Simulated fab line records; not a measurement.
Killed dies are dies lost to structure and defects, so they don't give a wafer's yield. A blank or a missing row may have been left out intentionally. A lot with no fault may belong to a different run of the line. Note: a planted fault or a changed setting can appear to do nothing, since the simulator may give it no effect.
The same fault as seen by 3 desks | flow n5 finfet | every desk sees just its own numbers, and what lay behind them comes last

METROLOGY DESK
Lot by lot, what the gauges showed, no matter which tool ran the lot: averages of those sampled wafers that carry a number. If a lot's mean is further than 4 standard deviations from the usual mean, the lot is out of limits and carries the mark OUT (the distance appears in the brackets).
Columns: A = cd nm at N5_BEOL_M13_CD_MEAS_10, usual 190.0 nm; B = V12_OVL at N5_BEOL_M13_OVL_MEAS_11, usual -1 nm
lot  | first seen here | A     | B
L940 | day 11 13:41    | 187.6 | 6
L942 | day 11 14:54    | 189.8 | -14
L945 | day 13 02:44    | 189.3 | -2
L948 | day 13 04:25    | 191.5 | 8
L951 | day 14 09:33    | 191.2 | 1
L954 | day 15 05:45    | 189.9 | -10
L961 | day 16 23:02    | 189.6 | 0
This desk's finding: nothing out of limits on any of the 7 lots.

THE DEFECT DESK
What the inspections along the route counted, lot by lot: means of the sampled wafers that have a number. If a lot's mean is further than 4 standard deviations from the usual mean, the lot is out of limits and carries the mark OUT (the distance appears in the brackets).
Columns: A = raw defect count at N5_BEOL_M13_INSPECT_12, usual 2.2
lot  | first seen here | A
L940 | day 11 13:44    | 3.0
L942 | day 11 14:57    | 1.0
L945 | day 13 02:47    | 2.0
L948 | day 13 04:28    | 3.0
L951 | day 14 09:37    | 2.7
L954 | day 15 05:48    | 2.0
L961 | day 16 23:05    | 2.3
This desk's finding: nothing out of limits on any of the 7 lots.

AT THE TOOL OWNER'S DESK: rie diel-01
The tool's own readings at N5_BEOL_M13_ETCH_59 (etches BARC in N2/H2, target depth 89 nm, overetch 26.7 nm, time 67.9 s): means of the sampled wafers that have a number, for each lot that ran on this tool. If a lot's mean is further than 4 standard deviations from the usual mean, the lot is out of limits and carries the mark OUT (the distance appears in the brackets).
Columns: A = bias w at N5_BEOL_M13_ETCH_59, usual 150.0 W; B = drypump motor current A at N5_BEOL_M13_ETCH_59, usual 5.9 A; C = oes product au at N5_BEOL_M13_ETCH_59, usual 0.67 a.u.; D = rf vpp V at N5_BEOL_M13_ETCH_59, usual 522.1 V; E = showerhead plenum p Torr at N5_BEOL_M13_ETCH_59, usual 2.48 Torr; F = throttle valve pct at N5_BEOL_M13_ETCH_59, usual 17.92 %
lot  | first seen here | A     | B   | C    | D     | E    | F
L940 | day 11 13:49    | 150.0 | 6.5 | 0.66 | 522.9 | 2.52 | 17.86
L942 | day 11 15:33    | 150.1 | 6.0 | 0.74 | 522.0 | 2.47 | 17.77
L945 | day 13 05:40    | 150.1 | 6.0 | 0.73 | 522.8 | 2.49 | 18.09
L948 | day 13 06:23    | 149.9 | 5.9 | 0.71 | 521.5 | 2.46 | 17.66
L951 | day 14 09:40    | 150.1 | 6.2 | 0.67 | 521.6 | 2.48 | 17.90
L961 | day 16 23:09    | 150.5 | 6.2 | 0.65 | 521.7 | 2.47 | 17.82
This desk's finding: nothing out of limits on any of the 6 lots.

PUT TOGETHER
Metrology desk: nothing out of limits seen.
Nothing the defect desk looked at was out of limits.
Nothing out of limits was seen by the tool owner's desk.

WHAT HAD BEEN PUT IN BY THE SIMULATOR
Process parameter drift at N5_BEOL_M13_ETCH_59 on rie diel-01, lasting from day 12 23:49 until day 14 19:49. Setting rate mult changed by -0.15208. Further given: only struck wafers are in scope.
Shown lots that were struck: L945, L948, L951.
